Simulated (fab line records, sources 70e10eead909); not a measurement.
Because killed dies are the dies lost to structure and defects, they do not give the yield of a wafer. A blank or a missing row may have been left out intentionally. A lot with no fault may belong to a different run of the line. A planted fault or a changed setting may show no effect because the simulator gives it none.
Which of the tools did it? | flow nand harc | 11 lots with 33 wafers sampled at 5 steps, on a route of 1159 steps

WHAT EACH GAUGE READ, for each wafer
NHARC_END_SORT_01. Usual: killed at array 26, standard deviation 10; killed at other 0.5, standard deviation 0.87; killed at periphery 3.0, standard deviation 2.5; killed dies 29, standard deviation 11; killed open 3.3, standard deviation 1.9; killed short 1.8, standard deviation 1.5.
lot  | measured     | on        | killed at array | killed at other | killed at periphery | killed dies | killed open | killed short | flag
L499 | day 21 11:19 | prober-02 | 675 677 675     | 0 0 0           | 2 0 2               | 677 677 677 | 1 4 3       | 6 2 1        | OFF
L500 | day 21 11:18 | prober-01 | 674 670 672     | 0 5 0           | 3 2 5               | 677 677 677 | 2 5 3       | 2 2 3        | OFF
L504 | day 21 20:42 | prober-01 | 673 673 674     | 0 0 1           | 4 4 2               | 677 677 677 | 4 8 3       | 0 3 0        | OFF
L511 | day 24 06:40 | prober-02 | 9 14 11         | 0 0 0           | 2 3 2               | 11 17 13    | 3 0 3       | 1 5 0        |

EACH LOT AND THE TOOL THAT RAN IT (in order: tool; ch and the chambers of the sampled wafers; start)
lot  | NHARC_A_CONTACT_ETCH_114             | NHARC_A_CONTACT_ETCH_115             | NHARC_A_CONTACT_ETCH_90            | NHARC_A_CONTACT_ETCH_96
L492 | har cap etch-03 ch 0,1, day 16 17:03 | har cap etch-03 ch 0,1, day 16 17:08 | rie diel-11 ch 0,2,3, day 16 18:34 | rie diel-11 ch 0,1,3, day 16 18:41
L495 | har cap etch-03 ch 0,1, day 17 12:19 | har cap etch-03 ch 0,1, day 17 12:25 | rie diel-02 ch 1,2,3, day 17 13:43 | rie diel-02 ch 1,2, day 17 13:51
L497 | har cap etch-02 ch 0,1, day 17 15:55 | har cap etch-02 ch 0,1, day 17 16:00 | rie diel-02 ch 0,1,3, day 17 17:28 | rie diel-02 ch 0,1,3, day 17 17:40
L496 | har cap etch-03 ch 0,1, day 17 18:06 | har cap etch-03 ch 0,1, day 17 18:11 | rie diel-02 ch 1,2,3, day 17 19:34 | rie diel-02 ch 2,3, day 17 19:40
L499 | har cap etch-03 ch 1, day 18 16:25   | har cap etch-03 ch 1, day 18 16:31   | rie diel-02 ch 1,2,3, day 18 17:50 | rie diel-02 ch 1,2,3, day 18 17:58
L500 | har cap etch-01 ch 0,1, day 18 19:50 | har cap etch-01 ch 0,1, day 18 19:56 | rie diel-11 ch 1,2, day 18 21:16   | rie diel-11 ch 0,1,3, day 18 21:27
L504 | har cap etch-03 ch 0,1, day 19 00:29 | har cap etch-03 ch 0,1, day 19 00:35 | rie diel-02 ch 0,3, day 19 01:54   | rie diel-02 ch 2,3, day 19 02:03
L501 | har cap etch-01 ch 0,1, day 19 01:15 | har cap etch-01 ch 0,1, day 19 01:20 | rie diel-02 ch 0,2,3, day 19 02:42 | rie diel-02 ch 0,2,3, day 19 02:49
L509 | har cap etch-03 ch 0,1, day 20 12:33 | har cap etch-03 ch 0,1, day 20 12:38 | rie diel-11 ch 0,1,3, day 20 14:04 | rie diel-11 ch 0,2,3, day 20 14:17
L511 | har cap etch-01 ch 0,1, day 21 15:02 | har cap etch-01 ch 0,1, day 21 15:07 | rie diel-11 ch 0,2,3, day 21 16:27 | rie diel-11 ch 0,2,3, day 21 16:35
L513 | har cap etch-01 ch 0,1, day 21 23:38 | har cap etch-01 ch 0,1, day 21 23:43 | rie diel-02 ch 0,3, day 22 01:04   | rie diel-02 ch 1,2, day 22 01:11
- NHARC_A_CONTACT_ETCH_114: etches the open film in C4F8/O2/Ar, time 94 s, target depth 922 nm.
- NHARC_A_CONTACT_ETCH_115: etches the open film in C4F8/O2/Ar, time 94 s, target depth 922 nm.
- NHARC_A_CONTACT_ETCH_90: etches the open film in CH3F/O2, target depth 40 nm, time 85.7 s.
- NHARC_A_CONTACT_ETCH_96: etches the open film in C4F6/O2, target depth 20 nm, time 10 s.

AS READ BY THE TOOLS THEMSELVES (means over the sampled wafers that have a number; for cases with no such wafer, the mark the record gives instead)
NHARC_A_CONTACT_ETCH_114. Usual: chamber pressure mTorr 20.002 mTorr, standard deviation 0.018; oes air line au 1.005 a.u., standard deviation 0.02.
lot  | tool            | chamber pressure mTorr (mTorr) | oes air line au (a.u.) | flag
L492 | har cap etch-03 | 20.016                         | 0.997                  |
L495 | har cap etch-03 | 19.995                         | 0.995                  |
L497 | har cap etch-02 | 19.995                         | 1.027                  |
L496 | har cap etch-03 | 19.997                         | 1.030                  |
L499 | har cap etch-03 | 19.977                         | 1.003                  |
L500 | har cap etch-01 | 19.990                         | 0.979                  |
L504 | har cap etch-03 | 20.007                         | 1.005                  |
L501 | har cap etch-01 | 19.996                         | 0.987                  |
L509 | har cap etch-03 | 19.992                         | 1.013                  |
L511 | har cap etch-01 | 20.000                         | 0.975                  |
L513 | har cap etch-01 | 20.008                         | 1.003                  |

NHARC_A_CONTACT_ETCH_115. Usual: chamber pressure mTorr 20.002 mTorr, standard deviation 0.019; oes air line au 0.998 a.u., standard deviation 0.019.
lot  | tool            | chamber pressure mTorr (mTorr) | oes air line au (a.u.) | flag
L492 | har cap etch-03 | 20.004                         | 1.009                  |
L495 | har cap etch-03 | 20.005                         | 1.000                  |
L497 | har cap etch-02 | 20.014                         | 0.975                  |
L496 | har cap etch-03 | 20.014                         | 1.003                  |
L499 | har cap etch-03 | 20.004                         | 0.980                  |
L500 | har cap etch-01 | 20.005                         | 0.999                  |
L504 | har cap etch-03 | 19.971                         | 1.003                  |
L501 | har cap etch-01 | 20.011                         | 1.003                  |
L509 | har cap etch-03 | 19.998                         | 0.987                  |
L511 | har cap etch-01 | 20.020                         | 0.997                  |
L513 | har cap etch-01 | 19.997                         | 1.000                  |

NHARC_A_CONTACT_ETCH_90. Usual: for bias w, 100.0 W with a standard deviation of 0.31; for ch3f flow sccm, 49.99 sccm with a standard deviation of 0.16; for drypump motor current A, 5.5 A with a standard deviation of 0.55; for oes product au, 0.95 a.u. with a standard deviation of 0.035; for rf vpp V, 244.2 V with a standard deviation of 1.4; for showerhead plenum p Torr, 2.44 Torr with a standard deviation of 0.077; for throttle valve pct, 20.664 % with a standard deviation of 0.0085.
lot  | tool        | bias w (W) | ch3f flow sccm (sccm) | drypump motor current A (A) | oes product au (a.u.) | rf vpp V (V) | showerhead plenum p Torr (Torr) | throttle valve pct (%) | flag
L492 | rie diel-11 | 100.0      | 49.95                 | 5.7                         | 0.99                  | 242.9        | 2.36                            | 20.672                 |
L495 | rie diel-02 | 99.5       | 50.06                 | 5.4                         | 0.93                  | 243.7        | 2.40                            | 20.667                 |
L497 | rie diel-02 | 100.2      | 49.94                 | 5.2                         | 0.93                  | 243.5        | 2.44                            | 20.660                 |
L496 | rie diel-02 | 100.1      | 50.13                 | 5.5                         | 0.92                  | 244.1        | 2.40                            | 20.661                 |
L499 | rie diel-02 | 100.4      | 49.88                 | 5.5                         | 0.94                  | 243.7        | 2.40                            | 20.665                 |
L500 | rie diel-11 | 99.7       | 49.91                 | 6.1                         | 1.00                  | 244.7        | 2.44                            | 20.660                 |
L504 | rie diel-02 | 100.4      | 50.08                 | 5.4                         | 0.92                  | 243.6        | 2.42                            | 20.671                 |
L501 | rie diel-02 | 100.2      | 50.04                 | 5.2                         | 1.00                  | 244.2        | 2.44                            | 20.659                 |
L509 | rie diel-11 | 99.8       | 50.03                 | 5.9                         | 0.92                  | 243.2        | 2.41                            | 20.656                 |
L511 | rie diel-11 | 100.2      | 50.09                 | 5.7                         | 1.00                  | 243.1        | 2.34                            | 20.666                 |
L513 | rie diel-02 | 99.6       | 50.09                 | 5.0                         | 0.93                  | 244.5        | 2.47                            | 20.660                 |

NHARC_A_CONTACT_ETCH_96. Usual: for bias w, 500.2 W with a standard deviation of 1.5; for c4f6 flow sccm, 25.00 sccm with a standard deviation of 0.082; for drypump motor current A, 5.6 A with a standard deviation of 0.54; for oes product au, 0.967 a.u. with a standard deviation of 0.023; for rf vpp V, 546.5 V with a standard deviation of 2.6; for showerhead plenum p Torr, 3.90 Torr with a standard deviation of 0.11; for throttle valve pct, 26.903 % with a standard deviation of 0.0091.
lot  | tool        | bias w (W) | c4f6 flow sccm (sccm) | drypump motor current A (A) | oes product au (a.u.) | rf vpp V (V) | showerhead plenum p Torr (Torr) | throttle valve pct (%) | flag
L492 | rie diel-11 | 498.8      | 24.97                 | 6.0                         | 0.987                 | 546.0        | 3.87                            | 26.900                 |
L495 | rie diel-02 | 500.1      | 24.89                 | 5.4                         | 0.965                 | 545.6        | 3.87                            | 26.901                 |
L497 | rie diel-02 | 499.7      | 25.03                 | 5.2                         | 0.963                 | 546.9        | 3.89                            | 26.899                 |
L496 | rie diel-02 | 501.3      | 24.95                 | 5.6                         | 0.949                 | 544.0        | 3.82                            | 26.890                 |
L499 | rie diel-02 | -          | -                     | -                           | -                     | -            | -                               | -                      | OFF
L500 | rie diel-11 | -          | -                     | -                           | -                     | -            | -                               | -                      | OFF
L504 | rie diel-02 | -          | -                     | -                           | -                     | -            | -                               | -                      | OFF
L501 | rie diel-02 | 500.5      | 24.96                 | 5.3                         | 0.997                 | 546.8        | 3.89                            | 26.909                 |
L509 | rie diel-11 | 500.8      | 24.99                 | 5.7                         | 0.967                 | 543.5        | 3.75                            | 26.897                 |
L511 | rie diel-11 | 499.7      | 24.98                 | 5.8                         | 0.997                 | 542.7        | 3.74                            | 26.909                 |
L513 | rie diel-02 | 501.3      | 24.98                 | 5.3                         | 0.941                 | 546.2        | 3.86                            | 26.904                 |

THE ANSWER, worked out from the rows above alone
Rule: a lot counts as off when the mean over its wafers that have a number is more than 3 standard deviations away from the usual mean. A lot without any number at a reading at which 4 lots or more have one is off too. Where the step has rows for the other lots, those lots are counted as sound. Order of review: gauges by route order, followed by the tools' own readings, for which a lot's mean as printed above is used. At the first step where some lot is off, the reading lying furthest off is the one used; lots without a number count as furthest.
Off: L499, L500, L504, at NHARC_END_SORT_01 (killed at array). Neither off nor sound, because the step has no rows for them: L492, L495, L497, L496, L501, L509, L513.
A tool fits if, at a process step before that reading, it ran every lot that is off, and no sound lot after the first of them. The gauges at NHARC_END_SORT_01 aren't tried: what is off there is off at NHARC_A_CONTACT_ETCH_96 too, on other tools, and a gauge's error can't cause that. No candidate that was tried fits.

WHAT THE SIMULATOR HAD INSERTED
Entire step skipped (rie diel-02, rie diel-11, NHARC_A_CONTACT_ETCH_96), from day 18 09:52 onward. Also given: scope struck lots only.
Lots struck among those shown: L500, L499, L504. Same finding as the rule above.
